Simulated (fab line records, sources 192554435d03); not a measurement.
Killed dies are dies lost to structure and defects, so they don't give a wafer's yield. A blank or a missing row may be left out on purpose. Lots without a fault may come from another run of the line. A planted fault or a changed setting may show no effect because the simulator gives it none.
Which tool did it? | flow n5_finfet | 24 lots, 72 wafers sampled, at 3 steps of a route of 1938

WHAT THE GAUGES READ, wafer by wafer
N5_ZERO_LAYER_INSPECT_20: inspects for defects (darkfield).
lot  | measured    | on                | raw_defect_count
L074 | day 1 13:21 | defect_inspect-02 | 18 30 21
L075 | day 1 19:15 | defect_inspect-02 | 14 13 22
L076 | day 2 01:16 | defect_inspect-02 | 28 25 49
L077 | day 2 07:17 | defect_inspect-01 | 12 11 13
L078 | day 2 13:15 | defect_inspect-02 | 41 36 33
L079 | day 2 19:23 | defect_inspect-02 | 37 29 33
L080 | day 3 01:23 | defect_inspect-01 | 38 76 79
L081 | day 3 07:38 | defect_inspect-02 | 13 28 11
L082 | day 3 13:46 | defect_inspect-01 | 22 58 46
L083 | day 3 19:15 | defect_inspect-02 | 27 12 42
L084 | day 4 01:34 | defect_inspect-01 | 28 16 46
L085 | day 4 07:16 | defect_inspect-02 | 36 29 42
L086 | day 4 13:18 | defect_inspect-01 | 29 31 67
L087 | day 4 19:16 | defect_inspect-02 | 26 32 23
L088 | day 5 01:24 | defect_inspect-02 | 22 30 57
L089 | day 5 07:24 | defect_inspect-01 | 32 19 28
L090 | day 5 13:17 | defect_inspect-01 | 67 21 38
L091 | day 5 19:17 | defect_inspect-02 | 86 62 114
L092 | day 6 01:23 | defect_inspect-01 | 30 25 27
L093 | day 6 07:32 | defect_inspect-01 | 36 28 27
L094 | day 6 13:15 | defect_inspect-01 | 6 20 28
L095 | day 6 19:15 | defect_inspect-01 | 18 30 36
L096 | day 7 01:15 | defect_inspect-01 | 25 35 49
L097 | day 7 11:37 | defect_inspect-01 | 77 69 62

N5_PMOS_HMC_CHANNEL_EPI_OVL_MEAS_10.
lot  | measured    | on         | PMOS_HMC_BLK_OVL (nm)
L074 | day 1 17:11 | overlay-02 | -0.7 0.1 0.2
L075 | day 1 23:39 | overlay-02 | -1.0 -0.1 -1.1
L076 | day 2 05:21 | overlay-01 | -0.2 0.3 0.5
L077 | day 2 11:06 | overlay-01 | 0.3 -1.6 0.3
L078 | day 2 17:26 | overlay-01 | 0.6 -0.7 0.1
L079 | day 2 23:24 | overlay-02 | 0.0 0.0 0.0
L080 | day 3 05:29 | overlay-01 | 0.2 0.7 0.5
L081 | day 3 11:50 | overlay-02 | 1.8 -0.2 1.4
L082 | day 3 17:30 | overlay-02 | 0.2 1.1 0.1
L083 | day 3 23:50 | overlay-01 | -1.0 -0.6 -0.2
L084 | day 4 05:20 | overlay-01 | -0.5 -1.4 -1.3
L085 | day 4 11:00 | overlay-01 | 0.4 1.2 1.2
L086 | day 4 17:59 | overlay-01 | 0.7 1.0 0.1
L087 | day 4 23:30 | overlay-02 | 0.8 1.0 0.1
L088 | day 5 05:37 | overlay-02 | 0.4 0.8 -0.1
L089 | day 5 12:05 | overlay-01 | 1.3 1.1 0.7
L090 | day 5 17:25 | overlay-01 | 0.3 -0.1 -0.3
L091 | day 5 23:31 | overlay-02 | 0.2 1.3 0.3
L092 | day 6 05:31 | overlay-02 | 1.5 1.6 0.6
L093 | day 6 11:18 | overlay-01 | -0.5 -0.2 -1.2
L094 | day 6 17:16 | overlay-02 | 0.4 1.3 -0.2
L095 | day 6 23:46 | overlay-02 | 0.7 1.6 0.2
L096 | day 7 06:12 | overlay-01 | -0.9 0.2 1.1
L097 | day 7 15:32 | overlay-02 | 0.9 0.0 0.7

WHICH TOOL RAN EACH LOT (tool, then ch and the chambers of the sampled wafers, then the start)
lot  | N5_PMOS_HMC_CHANNEL_EPI_HM_DEP_34
L074 | pecvd-02 ch 0,1, day 1 16:52
L075 | pecvd-04 ch 0,1, day 1 23:13
L076 | pecvd-03 ch 0,1,2, day 2 04:55
L077 | pecvd-02 ch 0,1, day 2 10:40
L078 | pecvd-03 ch 0,2, day 2 17:00
L079 | pecvd-04 ch 0,1,2, day 2 22:58
L080 | pecvd-04 ch 0, day 3 05:02
L081 | pecvd-02 ch 0,1,2, day 3 11:24
L082 | pecvd-04 ch 0,1, day 3 17:11
L083 | pecvd-03 ch 0,2, day 3 23:25
L084 | pecvd-04 ch 0,1, day 4 04:54
L085 | pecvd-04 ch 0,2, day 4 10:34
L086 | pecvd-03 ch 0,1,2, day 4 17:34
L087 | pecvd-03 ch 0,1,2, day 4 23:05
L088 | pecvd-04 ch 0,1,2, day 5 05:11
L089 | pecvd-04 ch 1,2, day 5 11:40
L090 | pecvd-03 ch 1,2, day 5 16:58
L091 | pecvd-03 ch 1,2, day 5 23:04
L092 | pecvd-04 ch 1,2, day 6 05:13
L093 | pecvd-03 ch 0,1,2, day 6 10:52
L094 | pecvd-03 ch 1,2, day 6 16:49
L095 | pecvd-03 ch 0,2, day 6 23:19
L096 | pecvd-03 ch 0,1,2, day 7 05:53
L097 | pecvd-04 ch 0,1, day 7 15:05
- N5_PMOS_HMC_CHANNEL_EPI_HM_DEP_34: deposits SiO2 from TEOS/O2, target thk 36 nm, time 6.9 s.

WHAT THE TOOLS THEMSELVES READ (means of the sampled wafers that have a number; where no wafer has one, the mark that the record gives instead)
N5_PMOS_HMC_CHANNEL_EPI_HM_DEP_34.
lot  | tool     | heater_power_w (W) | showerhead_plenum_p_Torr (Torr) | throttle_valve_pct (%)
L074 | pecvd-02 | 594                | 8.37                            | 18.1
L075 | pecvd-04 | 494                | 8.36                            | 18.2
L076 | pecvd-03 | 469                | 8.32                            | 18.9
L077 | pecvd-02 | 477                | 8.35                            | 18.2
L078 | pecvd-03 | 526                | 8.32                            | 19.4
L079 | pecvd-04 | 578                | 8.35                            | 18.5
L080 | pecvd-04 | 541                | 8.36                            | 19.1
L081 | pecvd-02 | 557                | 8.37                            | 18.1
L082 | pecvd-04 | 511                | 8.37                            | 18.7
L083 | pecvd-03 | 539                | 8.32                            | 19.0
L084 | pecvd-04 | 541                | 8.37                            | 18.7
L085 | pecvd-04 | 539                | 8.36                            | 19.0
L086 | pecvd-03 | 489                | 8.32                            | 18.8
L087 | pecvd-03 | 561                | 8.32                            | 18.9
L088 | pecvd-04 | 544                | 8.36                            | 18.7
L089 | pecvd-04 | 570                | 8.34                            | 18.3
L090 | pecvd-03 | 531                | 8.31                            | 19.4
L091 | pecvd-03 | 553                | 8.30                            | 18.5
L092 | pecvd-04 | 488                | 8.33                            | 18.2
L093 | pecvd-03 | 479                | 8.32                            | 19.0
L094 | pecvd-03 | 509                | 8.30                            | 19.3
L095 | pecvd-03 | 520                | 8.30                            | 19.4
L096 | pecvd-03 | 505                | 8.32                            | 18.9
L097 | pecvd-04 | 566                | 8.36                            | 18.4

THE ANSWER, worked out from the rows above alone
Rule: what is usual is taken from the lots themselves. Put in order of their means at a reading, lots are off if they are a third of the lots or fewer, leave a main group of 4 or more, and stand apart from it by a gap of 3 or more times the standard deviation of the main group's means; of several such gaps the widest counts. A main group whose means are all the same, to the digits that the tables above print for the reading, isn't used. A lot without any number at a reading at which 4 lots or more have one is off too. The other lots that the step has rows for count as sound. The gauges are gone through in route order, then the tools' own readings, and for those a lot's mean is taken as printed above. The first step at which some lot is off is used, and at that step the reading that is off furthest; a lot without a number counts as furthest.
No lot is off at any reading shown: from this, nothing can be told.

WHAT THE SIMULATOR HAD PUT IN
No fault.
